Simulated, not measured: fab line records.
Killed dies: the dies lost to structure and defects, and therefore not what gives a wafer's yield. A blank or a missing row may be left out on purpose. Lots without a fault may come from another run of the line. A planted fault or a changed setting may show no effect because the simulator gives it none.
Comparing a struck lot with a sound one :: flow n5-finfet :: 44 out of 1938 route steps
Sound: these wafers, L445.2, L445.3, L445.6. Struck: wafer L455.2. (L455.6 of the same lot was not struck and is left out.) The cause comes at the end.
For every step that has rows: the tool of each side, followed by ch and its chambers, followed by its first start. Under that, the readings that differ: sound wafers :: struck wafers :: difference of the means :: sigmas: that difference in standard deviations of wafers without a fault.
alike: a reading whose means differ by less than 2 such deviations, as well as words and numbers matching on both sides. not compared: withheld readings; readings where some wafer has no value; bounds like >300 that might hide an equal value; numbers whose values overlap and for which the record gives no deviation.
Wherever a step has rows on one side only, a row that says differs or no value, or a row with sigmas, the two part there. Numbers that have no deviation but don't overlap get no sigmas and don't part them. A reading missing from all wafers of one side parts the sides only when that side holds two or more wafers.

first, 4 steps without rows for these wafers: N5_BEOL_M6_SPUTTER_48 (material Cu, target thk 10 nm, time 1.667 s); N5_BEOL_M6_ECD_50 (material Cu, target thk 300 nm); N5_BEOL_M6_ANNEAL_51 (time 90 s); N5_BEOL_M6_CMP_52 (polishes, stops on SiCOH lowk, t overpolish 6.9 s, target thk 80 nm).
N5_BEOL_M6_THK_MEAS_53: measures by xrf.
  sound: film-metro-02 at day 10 09:09; struck: film-metro-02 at day 12 23:50
  alike: M6_THK
then, 2 steps without rows for these wafers: N5_BEOL_M6_PRE_CLEAN_55 (time 15 s); N5_BEOL_M6_DEP_56 (deposits SiCN from 3MS/NH3, target thk 10 nm, time 17.5 s).
N5_BEOL_M6_RS_MEAS_57: measures by four-point-probe.
  sound: film-metro-02 at day 10 09:17; struck: film-metro-02 at day 12 23:58
  alike: M6_RS
N5_BEOL_M6_INSPECT_58: inspects for defects (darkfield).
  sound: defect-inspect-02 at day 10 09:18; struck: defect-inspect-01 at day 13 00:00
  alike: raw-defect-count
N5_BEOL_M7_ILD_DEP_00: deposits SiCOH lowk from DEMS/porogen, target thk 179.75 nm, time 33.4 s.
  sound on pecvd-02 ch 0,1,2, day 10 09:20; struck on pecvd-01 ch 2, day 13 00:02
reading: throttle-valve-pct (%)
sound: 13.9 14.8 14.1
struck: 12.7
difference: -1.6
sigmas: -2
  alike: heater-power-w, showerhead-plenum-p-Torr
then, 1 step without rows for these wafers: N5_BEOL_M7_CURE_74 (cures SiCOH lowk, time 240 s).
N5_BEOL_M7_THK_MEAS_01:
  sound: film-metro-01 at day 10 09:55; struck: film-metro-02 at day 13 00:37
  alike: M7_ILD_THK
N5_BEOL_M7_PECVD_70: deposits SiO2 from TEOS/O2, target thk 20 nm, time 22.7 s.
  sound on pecvd-03 ch 0,2, day 10 09:57; struck on pecvd-01 ch 2, day 13 00:39
reading: throttle-valve-pct (%)
sound: 20.7 22.9 22.8
struck: 20.0
difference: -2.1
sigmas: -2

reading: model.SiO2_of_BEOL_M7_PECVD_70.thk-nm (nm)
sound: 19.4 19.4 20
struck: 27.4
difference: +7.8
sigmas: 
  alike: heater-power-w, showerhead-plenum-p-Torr
then, 9 steps without rows for these wafers: N5_BEOL_M7_HM_DEP_02 (deposits TiN, target thk 20 nm); N5_BEOL_M7_COAT_59 (time 60 s, resist thk 100 nm); N5_BEOL_M7_COAT_60 (time 60 s, resist thk 35 nm); N5_BEOL_M7_COAT_05 (resist thk 90 nm); N5_BEOL_M7_EBR_07; N5_BEOL_M7_SOFTBAKE_06 (time 60 s); N5_BEOL_M7_EXPOSE_08 (exposes mask M7); N5_BEOL_M7_PEB_09 (peb time 60 s); N5_BEOL_M7_DEVELOP_10 (develop time 30 s).
N5_BEOL_M7_CD_MEAS_11: the cd target is 38.5 nm.
  sound on cd-sem-02 ch 0, day 10 11:38; struck on cd-sem-02 ch 0, day 13 02:08
  alike: cd-nm
N5_BEOL_M7_OVL_MEAS_12:
  sound on overlay-01 ch 0, day 10 11:40; struck on overlay-01 ch 0, day 13 02:10
  alike: M7_OVL
N5_BEOL_M7_INSPECT_13: inspects for defects (brightfield).
  sound: defect-inspect-02 at day 10 11:42; struck: defect-inspect-01 at day 13 02:12
  alike: raw-defect-count
then, 1 step without rows for these wafers: N5_BEOL_M7_DESCUM_16 (chemistry O2, time 7.9 s).
N5_BEOL_M7_ETCH_61: etches SiARC in CF4, target depth 45.5 nm, time 75.8 s.
  sound on rie-diel-04 ch 0,1,2, day 10 11:46; struck on rie-diel-04 ch 2, day 13 02:20
reading: bias-w (W)
sound: 36.19 36.08 36.21
struck: 35.87
difference: -0.29
sigmas: -3
  alike: drypump-motor-current-A, etch-rf-on-time-s, oes-product-au, rf-vpp-V, showerhead-plenum-p-Torr, throttle-valve-pct
  not compared: rf-hours-counter-h
N5_BEOL_M7_ETCH_62: etches SOC in N2/H2, target depth 110 nm, overetch 22 nm, time 165 s.
  sound on rie-diel-04 ch 0,1,2, day 10 11:49; struck on rie-diel-04 ch 2, day 13 02:23
  alike: bias-w, drypump-motor-current-A, oes-product-au, rf-vpp-V, showerhead-plenum-p-Torr, throttle-valve-pct
  not compared: rf-hours-counter-h
then, 1 step without rows for these wafers: N5_BEOL_M7_STRIP_68 (strips in N2/H2).
N5_BEOL_M7_STRIP_67: strips in CF4.
  sound on rie-diel-04 ch 0,1,2, day 10 11:58; struck on rie-diel-04 ch 2, day 13 02:32
  alike: drypump-motor-current-A, oes-product-au, rf-vpp-V, showerhead-plenum-p-Torr, throttle-valve-pct
  not compared: rf-hours-counter-h
N5_BEOL_M7_HM_OPEN_17: chemistry Cl2/BCl3, target TiN, target depth 20 nm, overetch 6 nm.
  sound on rie-metal-01 ch 0,1, day 10 12:01; struck on rie-metal-03 ch 0, day 13 02:35
  alike: bias-w, drypump-motor-current-A, oes-product-au, throttle-valve-pct
  not compared: rf-hours-counter-h
then, 1 step without rows for these wafers: N5_BEOL_M7_STRIP_19 (strips in O2).
N5_BEOL_M7_CD_MEAS_18: pitch 80 nm, target cd 40 nm.
  sound: cd-sem-02 at day 10 12:11; struck: cd-sem-02 at day 13 02:51
reading: cd-nm (nm)
sound: 40.7 40.4 41.3
struck: 39.3
difference: -1.5
sigmas: -2
then, 9 steps without rows for these wafers: N5_BEOL_M7_COAT_63 (time 60 s, resist thk 60 nm); N5_BEOL_M7_COAT_64 (time 60 s, resist thk 12 nm); N5_BEOL_M7_COAT_71 (time 60 s, resist thk 5 nm); N5_BEOL_M7_COAT_22 (resist thk 30 nm); N5_BEOL_M7_EBR_24; N5_BEOL_M7_SOFTBAKE_23 (time 60 s); N5_BEOL_M7_EXPOSE_25 (exposes mask V6, target cd 40 nm); N5_BEOL_M7_PEB_26 (peb time 60 s); N5_BEOL_M7_DEVELOP_27 (develop time 30 s).
N5_BEOL_M7_HM_STRIP_39: strips TiN in peroxide tin strip, target depth 25 nm, time 158 s.
  sound on wet-bench-04 ch 0,4,7, day 10 13:27; struck on wet-bench-04 ch 0, day 13 06:10
reading: model.SiO2_of_BEOL_M7_PECVD_70.thk-nm (nm)
sound: 19.2 19.4 19.8
struck: 27.2
difference: +7.7
sigmas: 
N5_BEOL_M7_CMP_52: polishes, stops on SiCOH lowk, t overpolish 6.9 s, target thk 80 nm.
  sound on cmp-02 ch 2,3, day 10 16:19; struck on cmp-02 ch 3, day 13 08:38
reading: barrier-field-endpoint-s (s)
sound: 28.0 27.8 29.0
struck: 37.0
difference: +8.7
sigmas: +12
  alike: motor-current-A, slurry-flow-ml-min

WHERE THEY PART
At N5_BEOL_M7_ILD_DEP_00 first; at N5_BEOL_M7_CMP_52 last (within this record only).

WHY: what the simulator had put in
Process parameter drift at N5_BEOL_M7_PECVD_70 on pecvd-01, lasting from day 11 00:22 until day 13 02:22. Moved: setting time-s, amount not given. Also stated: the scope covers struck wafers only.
